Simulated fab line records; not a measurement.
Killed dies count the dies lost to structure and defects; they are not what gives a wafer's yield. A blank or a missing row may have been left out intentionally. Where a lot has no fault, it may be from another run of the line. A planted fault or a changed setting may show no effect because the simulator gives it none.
Comparing a struck lot with a sound one | flow n5Finfet | 30 steps out of a route of 1938
Sound: these wafers, L360.1, L360.2, L360.4. Wafers struck: L344.2, L344.4, L344.6. The cause is named last.
Order at every step that has rows: each side's tool, ch and its chambers, its first start. Under that, the readings that differ: sound wafers | struck wafers | difference of the means | sigmas: that difference in standard deviations of wafers without a fault.
alike: a reading whose means differ by less than 2 such deviations, as well as words and numbers matching on both sides. not compared: withheld readings; readings where some wafer has no value; bounds like >300 that might hide an equal value; numbers whose values overlap and for which the record gives no deviation.
A row with sigmas, a row that says differs or no value, or rows on one side alone: a step with any of these is where the two part. Numbers that have no deviation but don't overlap get no sigmas and don't part them. Lack of a reading on every wafer of one side parts them only where that side has two or more wafers.

first, 9 steps without rows for these wafers: N5_BEOL_M3_DESCUM_16 (chemistry O2, time 7 s); N5_BEOL_M3_ETCH_74 (etches underlayer in N2/H2, target depth 6.5 nm, time 5.2 s); N5_BEOL_M3_ETCH_63 (etches SiARC in CF4, target depth 15.6 nm, time 26 s); N5_BEOL_M3_ETCH_64 (etches SOC in N2/H2, target depth 75 nm, overetch 15 nm, time 112.5 s); N5_BEOL_M3_STRIP_65 (strips in N2/H2); N5_BEOL_M3_STRIP_75 (strips in N2/H2); N5_BEOL_M3_STRIP_66 (strips in CF4); N5_BEOL_M3_HM_OPEN_17 (chemistry Cl2/BCl3, target TiN, target depth 20 nm, overetch 6 nm); N5_BEOL_M3_STRIP_19 (strips in O2).
N5_BEOL_M3_COAT_67: time 60 s, resist thk 60 nm.
  sound on lithoTrack-05 ch 0, day 12 12:49; struck on lithoTrack-02 ch 0, day 8 04:14
reading                                 | sound                | struck               | difference | sigmas
spinSpeedRpm (rpm)                      | 1499.4 1497.2 1501.6 | 1377.7 1377.1 1376.7 | -122.2     | -99 or more
model.SOC_of_BEOL_M3_COAT_67.thkNm (nm) | 60.2 60.4 60.2       | 62.6 62.4 62.4       | +2.2       | 
  alike: plateTempC
then, 13 steps without rows for these wafers: N5_BEOL_M3_COAT_68 (time 60 s, resist thk 12 nm); N5_BEOL_M3_COAT_76 (time 60 s, resist thk 5 nm); N5_BEOL_M3_COAT_22 (resist thk 30 nm); N5_BEOL_M3_EBR_24; N5_BEOL_M3_SOFTBAKE_23 (time 60 s); N5_BEOL_M3_EXPOSE_25 (exposes mask V2, defocus 5 nm); N5_BEOL_M3_PEB_26 (peb time 60 s); N5_BEOL_M3_DEVELOP_27 (develop time 30 s); N5_BEOL_M3_DESCUM_33 (chemistry O2, time 7 s); N5_BEOL_M3_ETCH_77 (etches underlayer in N2/H2, target depth 6.5 nm, time 5.2 s); N5_BEOL_M3_ETCH_69 (etches SiARC in CF4, target depth 15.6 nm, time 26 s); N5_BEOL_M3_ALD_98 (deposits SiO2, target thk 2.5 nm, pulse time 1 s, co reactant pulse time 1 s); N5_BEOL_M3_ETCHBACK_99 (etches SiO2 in CHF3, target depth 5 nm, time 10.4 s).
N5_BEOL_M3_ETCH_70: etches SOC in N2/H2, target depth 80 nm, overetch 16 nm, time 120 s.
  sound on rieDiel-06 ch 0,2,3, day 12 17:11; struck on rieDiel-03 ch 0,1, day 8 05:31
reading                 | sound             | struck           | difference | sigmas
model.etch.depthNm (nm) | 60.23 60.36 60.19 | 62.61 62.36 62.4 | +2.20      | 
  alike: drypumpMotorCurrentA, n2FlowSccm, oesProductAu, rfVppV, showerheadPlenumPTorr, throttleValvePct
  not compared: rfHoursCounterH
then, 2 steps without rows for these wafers: N5_BEOL_M3_STRIP_71 (strips in N2/H2); N5_BEOL_M3_STRIP_78 (strips in N2/H2).
N5_BEOL_M3_VIA_ETCH_34: etches the open film in C4F6/O2, target depth 69.4 nm, time 65.9 s.
  sound on rieDiel-06 ch 0,2,3, day 12 17:17; struck on rieDiel-03 ch 0,1, day 8 05:37
reading                                 | sound      | struck       | difference | sigmas
model.SOC_of_BEOL_M3_COAT_67.thkNm (nm) | 52 52.6 52 | 54.6 54 54.2 | +2.1       | 
  alike: drypumpMotorCurrentA, oes_o_777_au, oesProductAu, rfVppV, showerheadPlenumPTorr, throttleValvePct
  not compared: rfHoursCounterH
then, 1 step without rows for these wafers: N5_BEOL_M3_STRIP_83 (strips in C4F6/O2).
N5_BEOL_M4_RC_MEAS_101:
  sound on prober-02 ch 0, day 13 14:50; struck on prober-02 ch 0, day 8 19:04
  alike: DIBL_N, DIBL_P, IOFF_N, IOFF_P, ION_N, ION_P, SS_N, SS_P, VT_N, VT_P
after that, 1 step had no rows for these wafers: N5_PASSIVATION_PROBE_49.

== WHERE THEY PART ==
Only at N5_BEOL_M3_COAT_67, as far as this record shows. Later steps at which nothing parts them and some readings are alike: N5_BEOL_M3_ETCH_70, N5_BEOL_M3_VIA_ETCH_34, N5_BEOL_M4_RC_MEAS_101.

WHY: what had been put in by the simulator
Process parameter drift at N5_BEOL_M3_COAT_67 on lithoTrack-02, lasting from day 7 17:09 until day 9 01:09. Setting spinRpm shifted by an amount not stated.
